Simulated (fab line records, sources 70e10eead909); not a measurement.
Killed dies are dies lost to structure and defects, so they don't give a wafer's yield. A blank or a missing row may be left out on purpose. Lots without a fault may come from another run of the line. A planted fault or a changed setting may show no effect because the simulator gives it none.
Chamber matching | flow nand_harc | NHARC_A_CONTACT_ETCH_49 on rie_diel-06: 4 sister chambers
The step etches the open film in N2/H2, target depth 260 nm, time 475.3 s. 4 wafers are shown with their chamber, then 8 later ones without.

WAFERS WITH THEIR CHAMBER
wafer  | chamber | showerhead_plenum_p_Torr (Torr)
L209.5 | 1       | 2.01
L207.2 | 2       | 2.00
L207.6 | 3       | 2.08
L210.2 | 0       | 1.97

WAFERS WITHOUT THEIR CHAMBER
wafer  | showerhead_plenum_p_Torr (Torr)
L210.5 | 1.97
L210.6 | 2.01
L214.1 | 2.00
L214.3 | 1.97
L214.5 | 1.97
L216.2 | 2.00
L216.3 | 1.97
L216.6 | 2.07

WHICH CHAMBER EACH WENT THROUGH
wafer  | from the rows above | in truth
L210.5 | 0                   | 0
L210.6 | 1                   | 1
L214.1 | 2                   | 2
L214.3 | 0                   | 0
L214.5 | 0                   | 0
L216.2 | 2                   | 2
L216.3 | 0                   | 0
L216.6 | 3                   | 3
Placed correctly: 8 of 8. Can't be placed from these rows: 0. Placed wrongly: 0.
How it was worked out, from the rows above alone: a wafer's distance from a chamber is the root of the sum, over the readings, of the square of ((its reading less the chamber's mean) divided by the reading's scatter). The wafer belongs to the nearest chamber; if the next one is less than 2 further off, it can't be placed. A chamber's mean is the mean of its shown wafers. The scatter: with one shown wafer a chamber, the root of the mean of the squares of how far each hidden wafer lies from its nearest shown one.
